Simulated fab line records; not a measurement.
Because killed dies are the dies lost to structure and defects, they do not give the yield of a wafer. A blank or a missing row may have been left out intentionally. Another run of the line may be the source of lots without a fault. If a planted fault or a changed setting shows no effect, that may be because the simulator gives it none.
What tool caused it?    flow n5 finfet    27 wafers sampled from 10 lots at 1 step of a route of 1938

## WHAT THE GAUGES SHOWED, per wafer
N5_BEOL_M4_RC_MEAS_101.
lot   measured      on         DIBL_N (mV/V)
L399  day 8 09:50   prober-02  35.1 36.0 34.3
L401  day 8 12:47   prober-01  33.5 35.6 35.8
L398  day 8 17:35   prober-01  37.9 39.5 37.5
L402  day 9 05:56   prober-02  35.4 34.6 37.6
L407  day 10 08:43  prober-01  43.2 38.0 35.8
L410  day 11 02:46  prober-02  37.6 35.9
L414  day 12 08:32  prober-01  40.2 38.7
L416  day 12 15:34  prober-01  34.4 37.2 38.1
L419  day 13 11:25  prober-01  34.9 35.2
L420  day 13 14:06  prober-02  37.3 33.3 37.4

## WHAT TOOL EACH LOT RAN ON (gives the tool, then ch and the chambers of the sampled wafers, and finally the start)
Record: no process step prior to these readings.

## THE ANSWER, worked out from the rows above alone
Rule: the usual values come from the lots themselves. The widest of any qualifying gaps counts: lots, ordered by their means at a reading, are off when they make up no more than a third of the lots, leave a main group of 4 or more, and stand apart from it by 3 or more times the standard deviation of that group's means. Not used: any main group whose means are identical at the precision the tables above print for the reading. Also off: a lot with no number at a reading for which 4 or more lots have one. Where the step has rows for the other lots, those lots are counted as sound.
No lot is off on any of the readings shown, so nothing can be concluded from this.

## WHAT THE SIMULATOR HAD INSERTED
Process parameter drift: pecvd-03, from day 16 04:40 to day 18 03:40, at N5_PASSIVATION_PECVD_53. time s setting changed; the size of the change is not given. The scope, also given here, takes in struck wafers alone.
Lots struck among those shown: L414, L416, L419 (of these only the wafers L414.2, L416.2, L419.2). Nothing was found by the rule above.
